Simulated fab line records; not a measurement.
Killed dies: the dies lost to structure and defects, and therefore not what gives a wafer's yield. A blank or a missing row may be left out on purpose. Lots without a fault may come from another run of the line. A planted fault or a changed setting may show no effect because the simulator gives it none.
Struck lot and sound lot, side by side	flow n5-finfet	26 out of 1938 route steps
Sound: these wafers, L606.1, L606.3, L606.4. Wafers L616.1, L616.5, L616.6 were the ones struck. Last of all comes the cause.
Order at every step that has rows: each side's tool, ch and its chambers, its first start. Under that, the readings that differ: sound wafers	struck wafers	difference of the means	sigmas: that difference in standard deviations of wafers without a fault.
alike: readings whose means differ by less than 2 such deviations, and words and numbers that are the same on both sides. not compared: withheld readings, readings that some wafer has no value for, bounds like >300 that may hide the same value, and numbers for which the record gives no deviation and whose values overlap.
A row with sigmas, a row that says differs or no value, or rows on one side alone: a step with any of these is where the two part. Numbers that have no deviation but don't overlap get no sigmas and don't part them. A reading missing from all wafers of one side parts the sides only when that side holds two or more wafers.

first, 4 steps without rows for these wafers: N5_ZERO_LAYER_EXPOSE_08 (exposes mask ZERO, defocus 0 nm, target cd 2000 nm); N5_ZERO_LAYER_PEB_09; N5_ZERO_LAYER_DEVELOP_10 (develop time 60 s); N5_ZERO_LAYER_HARDBAKE_23 (time 120 s).
N5_ZERO_LAYER_CD_MEAS_11: the cd target is 2000 nm.
  sound on cd-sem-02 ch 0, day 3 12:47; struck on cd-sem-02 ch 0, day 6 00:38
reading	sound	struck	difference	sigmas
cd-nm (nm)	2002.1 2003.7 2001.6	1997.7 1996.8 1995.5	-5.8	-3
N5_ZERO_LAYER_DESCUM_16: chemistry O2, time 7.9 s.
  sound on rie-diel-04 ch 0,3, day 3 12:49; struck on rie-diel-04 ch 2,3, day 6 00:41
  alike: drypump-motor-current-A, oes-product-au, rf-vpp-V, showerhead-plenum-p-Torr, throttle-valve-pct
  not compared: rf-hours-counter-h
N5_ZERO_LAYER_ETCH_17: etches SiO2 in CF4, target depth 12 nm, time 13.3 s.
  sound on rie-diel-04 ch 0,3, day 3 12:52; struck on rie-diel-04 ch 2,3, day 6 00:43
  alike: drypump-motor-current-A, oes-product-au, rf-vpp-V, showerhead-plenum-p-Torr, throttle-valve-pct
  not compared: rf-hours-counter-h
N5_ZERO_LAYER_ETCH_18: etches Si in HBr/Cl2, target depth 120 nm, time 40 s.
  sound on rie-si-03 ch 0,1,2, day 3 12:56; struck on rie-si-05 ch 2,3, day 6 00:47
  alike: drypump-motor-current-A, oes-product-au, throttle-valve-pct
  not compared: rf-hours-counter-h
N5_ZERO_LAYER_STRIP_24: strips in O2.
  sound on plasma-asher-02 ch 0,1, day 3 13:02; struck on plasma-asher-02 ch 0,1, day 6 00:53
  alike: drypump-motor-current-A, heater-power-w, oes-product-au, strip-time-to-endpoint-s
  not compared: rf-hours-counter-h
then, 1 step without rows for these wafers: N5_ZERO_LAYER_STRIP_19 (strips in SPM, time 900 s).
N5_ZERO_LAYER_INSPECT_20: inspects for defects (darkfield).
  struck on defect-inspect-01, day 6 01:16; sound on defect-inspect-02, day 3 13:23
reading	sound	struck	difference	sigmas
raw-defect-count	75 64 54	20 15 25	-44	-2
then, 1 step without rows for these wafers: N5_WELL_APT_HMDS_01 (time 60 s).
N5_WELL_APT_COAT_02: resist thk 950 nm.
  sound on litho-track-05 ch 0, day 3 13:26; struck on litho-track-01 ch 0, day 6 01:17
reading	sound	struck	difference	sigmas
spin-speed-rpm (rpm)	1358.5 1356.6 1356.9	1556.8 1557.0 1557.0	+199.6	+99 or more
model.coat_of_WELL_APT_COAT_02.thk-nm (nm)	948.2 952 949.7	884.7 881.3 884.9	-66.3	
  alike: chill-plate-temp-C, resist-line-temp-C
then, 6 steps without rows for these wafers: N5_WELL_APT_EBR_04; N5_WELL_APT_SOFTBAKE_03 (time 60 s); N5_WELL_APT_EXPOSE_05 (exposes mask NWELL, defocus 0 nm, target cd 200 nm); N5_WELL_APT_PEB_06 (peb time 90 s); N5_WELL_APT_DEVELOP_07 (develop time 45 s); N5_WELL_APT_HARDBAKE_12 (time 120 s).
N5_WELL_APT_CD_MEAS_08: the cd target is 200 nm.
  sound on cd-sem-01 ch 0, day 3 13:42; struck on cd-sem-03 ch 0, day 6 01:41
  alike: cd-nm
N5_WELL_APT_OVL_MEAS_09:
  sound on overlay-02 ch 0, day 3 13:44; struck on overlay-01 ch 0, day 6 01:43
  alike: NWELL_OVL
N5_WELL_APT_INSPECT_10: inspects for defects (macro).
  struck on defect-inspect-02, day 6 01:44; sound on defect-inspect-02, day 3 13:45
reading	sound	struck	difference	sigmas
raw-defect-count	4 3 5	0 1 2	-3	-2
N5_WELL_APT_DESCUM_13: chemistry O2, time 7.9 s.
  sound on rie-diel-05 ch 1,2,3, day 3 13:47; struck on rie-diel-05 ch 0,1, day 6 01:46
reading	sound	struck	difference	sigmas
model.coat_of_WELL_APT_COAT_02.thk-nm (nm)	930.2 933.9 931.7	866.7 863.2 866.8	-66.4	
model.WELL_APT.cd-nm (nm)	198.8 201 201.2	201.9 201.9 204.1	+2.3	
  alike: drypump-motor-current-A, oes-product-au, rf-vpp-V, showerhead-plenum-p-Torr, throttle-valve-pct
  not compared: rf-hours-counter-h
after that, 1 step had no rows for these wafers: N5_WELL_APT_IMPLANT_14.
-- a jump in the record: the struck wafers' starts before and after are 7 days apart (it breaks off in module WELL_APT and resumes in module BEOL_M4, where the first step shown is number 1111 of the route) --
N5_BEOL_M4_RC_MEAS_101:
  sound on prober-01 ch 0, day 10 20:34; struck on prober-01 ch 0, day 12 16:02
reading	sound	struck	difference	sigmas
SS_P (mV/dec)	73.2 72.6 72.2	73.8 73.9 74.7	+1.5	+2
  alike: DIBL_N, DIBL_P, IOFF_N, IOFF_P, ION_N, ION_P, SS_N, VT_N, VT_P
-- here the record skips 4 days between the struck wafers' starts before and after, leaving off in module BEOL_M4 and picking up in module PASSIVATION (first step shown: number 1936 of the route) --
N5_PASSIVATION_PROBE_49:
  the record has rows for the struck wafers here (prober-02, day 16 10:31) and none for the sound ones

== WHERE THEY PART ==
First at N5_ZERO_LAYER_CD_MEAS_11; last, within this record, at N5_PASSIVATION_PROBE_49.

WHY: the cause the simulator had injected
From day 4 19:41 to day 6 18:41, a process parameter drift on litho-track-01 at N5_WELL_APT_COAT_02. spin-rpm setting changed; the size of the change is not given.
